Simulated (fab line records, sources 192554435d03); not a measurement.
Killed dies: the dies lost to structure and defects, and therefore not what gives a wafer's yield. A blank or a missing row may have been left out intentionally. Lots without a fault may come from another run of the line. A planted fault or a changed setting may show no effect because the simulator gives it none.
Matching of chambers -- flow n5 finfet -- N5_BEOL_M0_ETCH_109 on rie diel-04 has 4 sister chambers
The step etches SiCN in CH3F/O2, target depth 8 nm, overetch 2.4 nm, time 27.4 s. 7 wafers are shown with their chamber, then 8 later ones without.

WAFERS WITH THEIR CHAMBER
wafer,chamber,showerhead plenum p Torr (Torr),throttle valve pct (%)
L082.5,2,2.03,16.00
L083.4,1,1.92,16.27
L083.6,0,1.97,16.22
L086.1,0,1.96,16.25
L086.2,2,2.03,16.03
L086.3,3,2.05,16.36
L087.1,1,1.91,16.29

WAFERS WHOSE CHAMBER IS MISSING
wafer,showerhead plenum p Torr (Torr),throttle valve pct (%)
L087.4,2.03,16.02
L087.5,2.03,16.01
L090.2,1.91,16.30
L090.4,2.03,16.01
L090.6,1.91,16.32
L093.2,2.05,16.37
L093.4,1.96,16.29
L093.5,1.96,16.30

THE CHAMBER EACH PASSED THROUGH
wafer,from the rows above,in truth
L087.4,2,2
L087.5,2,2
L090.2,1,1
L090.4,2,2
L090.6,1,1
L093.2,3,3
L093.4,0,0
L093.5,0,0
Correctly placed: 8 of 8. From these rows, 0 cannot be placed. Wrongly placed: 0.
How it was worked out, from the rows above alone: a wafer's distance from a chamber is the root of the sum, over the readings, of the square of ((its reading less the chamber's mean) divided by the reading's scatter). If the next closest chamber is less than 2 further off than the closest, the wafer can't be placed; otherwise it belongs to the closest. For every chamber, the mean is computed from those of its wafers that are shown. The scatter: take each reading less its chamber's mean, square it, sum over the shown wafers, divide by the number of wafers less the number of chambers, and take the root.
